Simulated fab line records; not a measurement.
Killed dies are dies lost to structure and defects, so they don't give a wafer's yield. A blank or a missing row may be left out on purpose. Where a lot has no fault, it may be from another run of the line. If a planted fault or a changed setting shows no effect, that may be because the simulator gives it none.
Chamber matching -- flow n5Finfet -- pecvd-04 running N5_BEOL_M11_DEP_56: 3 sister chambers
The step deposits SiCN from 3MS/NH3, target thk 30 nm, time 10.5 s. 16 wafers are shown with their chamber, then 8 later ones without.

== WAFERS, EACH WITH ITS CHAMBER ==
wafer,chamber,showerheadPlenumPTorr (Torr),throttleValvePct (%)
L081.4,0,4.095,18.2
L081.5,1,4.137,18.5
L081.6,2,4.163,18.4
L086.2,1,4.125,18.7
L086.3,1,4.131,18.4
L086.4,2,4.156,18.8
L087.2,1,4.125,18.6
L087.3,2,4.161,18.7
L087.4,1,4.126,18.2
L088.1,0,4.101,18.2
L088.3,1,4.121,18.3
L088.5,2,4.159,18.6
L089.2,2,4.160,18.6
L089.4,2,4.165,18.8
L089.5,0,4.097,18.4
L091.2,2,4.156,18.7

SIGNATURES (means of the wafers above)
reading,chamber 0,chamber 1,chamber 2,scatter within a chamber
showerheadPlenumPTorr,4.09767,4.12750,4.16000,0.00435
throttleValvePct,18.267,18.450,18.657,0.157
Rule: a wafer lies at a distance from a chamber equal to the root of the sum of squares, over the readings, of (its reading less the chamber's mean, divided by the reading's scatter). If the next closest chamber is less than 2 further off than the closest, the wafer can't be placed; otherwise it belongs to the closest. The scatter: the root of (the sum of the squares of (reading less its chamber's mean) over the shown wafers, divided by (wafers less chambers)).

== WAFERS WITHOUT THEIR CHAMBER ==
wafer,showerheadPlenumPTorr (Torr),throttleValvePct (%)
L091.4,4.102,18.1
L091.5,4.124,18.6
L095.1,4.157,18.6
L095.2,4.100,18.3
L095.6,4.166,18.9
L095.3,4.098,18.2
L095.4,4.159,18.8
L095.5,4.106,18.2

== CHAMBER TAKEN BY EACH ==
wafer,from the rows above,in truth
L091.4,0,0
L091.5,1,1
L095.1,2,2
L095.2,0,0
L095.6,2,2
L095.3,0,0
L095.4,2,2
L095.5,0,0
Correct placement for 8 of the 8. Not placeable from these rows: 0. Placed wrongly: 0.
